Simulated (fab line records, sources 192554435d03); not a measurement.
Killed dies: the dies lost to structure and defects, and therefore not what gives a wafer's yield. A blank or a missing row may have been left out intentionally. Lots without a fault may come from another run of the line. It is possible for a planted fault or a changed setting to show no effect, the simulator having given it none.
A struck lot beside a sound one + flow n5 finfet + 37 steps out of a route of 1938
Sound: the wafers L753.2, L753.4, L753.5. Struck: wafer L750.5. (L750.6 of the same lot was not struck and is left out.) The cause comes at the end.
Order at every step that has rows: each side's tool, ch and its chambers, its first start. Under that, the readings that differ: sound wafers + struck wafers + difference of the means + sigmas: that difference in standard deviations of wafers without a fault.
alike: a reading whose means differ by less than 2 such deviations, as well as words and numbers matching on both sides. not compared: withheld readings; readings where some wafer has no value; bounds like >300 that might hide an equal value; numbers whose values overlap and for which the record gives no deviation.
A row with sigmas, a row that says differs or no value, or rows on one side alone: a step with any of these is where the two part. Non-overlapping numbers with no deviation appear without sigmas and do not part them. A reading missing from all wafers of one side parts the sides only when that side holds two or more wafers.

first, 9 steps without rows for these wafers: N5_PMOS_HMC_CHANNEL_EPI_SRD_25 (time 30 s); N5_PMOS_HMC_CHANNEL_EPI_EPI_26 (deposits Si from SiH4/H2, target thk 3.8 nm, time 22.7 s); N5_FIN_SAQP_PRECLEAN_42 (cleans in O3/DIW, time 60 s); N5_FIN_SAQP_PRECLEAN_00 (cleans in SC1, time 60 s); N5_FIN_SAQP_PRECLEAN_44 (cleans in SC2, time 45 s); N5_FIN_SAQP_SRD_01 (time 30 s); N5_FIN_SAQP_ALD_61 (deposits SiO2, target thk 4 nm, pulse time 1 s, purge time 2 s); N5_FIN_SAQP_DENSIFY_62 (time 60 s); N5_FIN_SAQP_HM_DEP_03 (deposits SiNx from SiH4/NH3/N2, target thk 38 nm, time 33.6 s).
N5_FIN_SAQP_PECVD_47: deposits a-Si from SiH4/He, target thk 45 nm, time 36.3 s.
  sound on pecvd-04 ch 1,2, day 6 15:29; struck on pecvd-02 ch 2, day 5 20:56
| reading                                     | sound            | struck | difference | sigmas |
|---------------------------------------------|------------------|--------|------------|--------|
| heater power w (W)                          | 786 797 769      | 558    | -226       | -2     |
| run length s (s)                            | 73.0 72.0 72.9   | 50.5   | -22.1      | -43    |
| model.a-Si_of_FIN_SAQP_PECVD_47.thk nm (nm) | 43.96 44.62 44.8 | 16.84  | -27.62     |        |
  alike: showerhead plenum p Torr, showerhead vpp V, throttle valve pct
then, 25 steps without rows for these wafers: N5_FIN_SAQP_PECVD_48 (deposits SiNx from SiH4/NH3/N2, target thk 25 nm, time 22.1 s); N5_FIN_SAQP_PECVD_06 (deposits a-Si from SiH4/He, target thk 60 nm, time 48.1 s); N5_FIN_SAQP_HM_DEP_72 (deposits SiO2 from SiH4/N2O, target thk 12 nm, time 7.2 s); N5_FIN_SAQP_COAT_49 (time 60 s, resist thk 100 nm); N5_FIN_SAQP_COAT_50 (time 60 s, resist thk 35 nm); N5_FIN_SAQP_COAT_10 (resist thk 90 nm); N5_FIN_SAQP_EBR_12; N5_FIN_SAQP_SOFTBAKE_11 (time 60 s); N5_FIN_SAQP_EXPOSE_13 (exposes mask FIN CORE, target cd 35.6 nm); N5_FIN_SAQP_PEB_14 (peb time 60 s); N5_FIN_SAQP_DEVELOP_15 (develop time 30 s); N5_FIN_SAQP_DESCUM_21 (chemistry O2, time 7.9 s); N5_FIN_SAQP_ETCH_51 (etches SiARC in CF4, target depth 45.5 nm, time 75.8 s); N5_FIN_SAQP_ETCH_52 (etches SOC in N2/H2, target depth 100 nm, overetch 20 nm, time 150 s); N5_FIN_SAQP_STRIP_53 (strips in N2/H2); N5_FIN_SAQP_HM_OPEN_73 (chemistry CHF3/O2, target SiO2, stops on a-Si, target depth 12 nm, time 16.8 s); N5_FIN_SAQP_STRIP_74 (strips in CHF3/O2); N5_FIN_SAQP_MANDREL_ETCH_22 (etches a-Si in HBr/Cl2, stops on SiNx, target depth 60 nm, bt time 10 s, time 30 s); N5_FIN_SAQP_STRIP_55 (strips in N2/H2); N5_FIN_SAQP_STRIP_23 (strips in SPM, time 750 s); N5_FIN_SAQP_SRD_66 (time 30 s); N5_FIN_SAQP_RECESS_75 (chemistry HF/NH3, target SiO2, target depth 14.4 nm, afs cycles 3, sublimation time 60 s); N5_FIN_SAQP_SPACER1_ALD_24 (deposits SiO2, target thk 20.3 nm, pulse time 1 s, purge time 2 s); N5_FIN_SAQP_SPACER1_ETCHBACK_25 (etches SiO2 in CHF3/O2, target depth 24.4 nm, time 12.2 s); N5_FIN_SAQP_MANDREL1_REMOVE_56 (chemistry HBr/Cl2/O2, target a-Si, stops on SiNx, bt time 10 s).
N5_FIN_SAQP_MANDREL_ETCH_58: etches a-Si in HBr/Cl2, stops on SiNx, target depth 45 nm, bt time 10 s, time 27 s.
  sound on rie si-06 ch 0,2, day 6 18:28; struck on rie si-01 ch 1, day 6 00:31
| reading                  | sound             | struck | difference | sigmas |
|--------------------------|-------------------|--------|------------|--------|
| oes product au (a.u.)    | 0.676 0.684 0.693 | 0.470  | -0.214     | -19    |
| model.etch.depth nm (nm) | 43.96 44.62 44.8  | 16.84  | -27.62     |        |
  alike: drypump motor current A, throttle valve pct
  not compared: rf hours counter h
-- record jumps: 7 days separate the struck wafers' starts on either side; left off in module FIN_SAQP, taken up again in module BEOL_M4, whose first shown step is the route's number 1111 --
N5_BEOL_M4_RC_MEAS_101:
  sound on prober-02 ch 0, day 12 21:04; struck on prober-01 ch 0, day 12 17:20
| reading       | sound       | struck | difference | sigmas |
|---------------|-------------|--------|------------|--------|
| ION_N (uA/um) | 679 673 675 | 658    | -18        | -2     |
  alike: DIBL_N, DIBL_P, IOFF_N, IOFF_P, ION_P, SS_N, SS_P, VT_N, VT_P

## WHERE THEY PART
Earliest at N5_FIN_SAQP_PECVD_47; latest, in this record, at N5_BEOL_M4_RC_MEAS_101.

WHY: whatever the simulator had introduced
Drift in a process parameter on pecvd-02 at N5_FIN_SAQP_PECVD_47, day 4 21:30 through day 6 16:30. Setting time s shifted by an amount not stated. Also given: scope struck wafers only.
